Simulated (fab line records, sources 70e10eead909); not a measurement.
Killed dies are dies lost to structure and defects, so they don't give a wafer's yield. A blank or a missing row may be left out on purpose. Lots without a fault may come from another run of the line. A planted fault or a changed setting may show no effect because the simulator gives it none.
Which tool did it? | flow nand_harc | 7 lots, 21 wafers sampled, at 4 steps of a route of 1159

WHAT THE GAUGES READ, wafer by wafer
NHARC_P_M0_THK_MEAS_24: measures by xrf.
lot  | measured     | on            | thk_nm (nm)
L531 | day 6 16:20  | film_metro-01 | 119.4 119.1 118.4
L532 | day 7 04:50  | film_metro-01 | 115.6 116.6 115.8
L534 | day 7 15:49  | film_metro-02 | 400.3 407.2 395.7
L536 | day 8 06:44  | film_metro-02 | 394.7 399.8 396.3
L540 | day 9 08:41  | film_metro-01 | 117.4 118.1 114.6
L543 | day 10 01:55 | film_metro-01 | 115.1 116.7 115.1
L549 | day 11 03:11 | film_metro-02 | 117.0 118.2 115.5

WHICH TOOL RAN EACH LOT (tool, then ch and the chambers of the sampled wafers, then the start)
lot  | NHARC_P_CONTACT_CMP_24        | NHARC_P_M0_ETCH_15                            | NHARC_P_M0_CMP_23
L531 | cmp-01 ch 1,2,3, day 6 12:23  | rie_diel-13 ch 0,1,3, day 6 16:01 or earlier  | cmp-02 ch 0,1,2, day 6 16:01
L532 | cmp-03 ch 2,3, day 7 01:08    | rie_diel-13 ch 0,1,2, day 7 04:34 or earlier  | cmp-03 ch 1,2,3, day 7 04:34
L534 | cmp-04 ch 1,2, day 7 11:53    | rie_diel-03 ch 0,1, day 7 15:29 or earlier    | cmp-02 ch 1,2, day 7 15:29
L536 | cmp-01 ch 0,1,3, day 8 02:49  | rie_diel-01 ch 0,2,3, day 8 06:26 or earlier  | cmp-02 ch 1,2,3, day 8 06:26
L540 | cmp-04 ch 0,2,3, day 9 04:53  | rie_diel-01 ch 0,3, day 9 08:27 or earlier    | cmp-03 ch 0,1,2, day 9 08:27
L543 | cmp-01 ch 1,2,3, day 9 22:04  | rie_diel-01 ch 0,1,3, day 10 01:36 or earlier | cmp-01 ch 0,2,3, day 10 01:36
L549 | cmp-04 ch 0,1,2, day 10 23:17 | rie_diel-03 ch 0,1,2, day 11 02:55 or earlier | cmp-01 ch 0,1,3, day 11 02:55
- NHARC_P_CONTACT_CMP_24: polishes, t overpolish 30 s, target thk 200 nm.
- NHARC_P_M0_ETCH_15: etches the open film in C4F8/Ar, target depth 150 nm, overetch 15 nm, time 82.5 s.
- NHARC_P_M0_CMP_23: polishes, t overpolish 20 s, target thk 117.53 nm.

THE ANSWER, worked out from the rows above alone
Rule: what is usual is taken from the lots themselves. Put in order of their means at a reading, lots are off if they are a third of the lots or fewer, leave a main group of 4 or more, and stand apart from it by a gap of 3 or more times the standard deviation of the main group's means; of several such gaps the widest counts. A main group whose means are all the same, to the digits that the tables above print for the reading, isn't used. A lot without any number at a reading at which 4 lots or more have one is off too. The other lots that the step has rows for count as sound.
Off: L534, L536, at NHARC_P_M0_THK_MEAS_24 (thk_nm). The main group: mean 116.8 nm, standard deviation 1.2.
A tool fits if, at a process step before that reading, it ran every lot that is off, and no sound lot after the first of them. The gauges at NHARC_P_M0_THK_MEAS_24 are tried like those tools. NHARC_P_M0_ETCH_15 gives no start for some lots, so the hours and the order of its lots are those of NHARC_P_M0_CMP_23. One fits: cmp-02 at NHARC_P_M0_CMP_23. Its last sound lot is L531 (day 6 16:01), its first lot that is off L534 (day 7 15:29): a fault that began between those two fits.

WHAT THE SIMULATOR HAD PUT IN
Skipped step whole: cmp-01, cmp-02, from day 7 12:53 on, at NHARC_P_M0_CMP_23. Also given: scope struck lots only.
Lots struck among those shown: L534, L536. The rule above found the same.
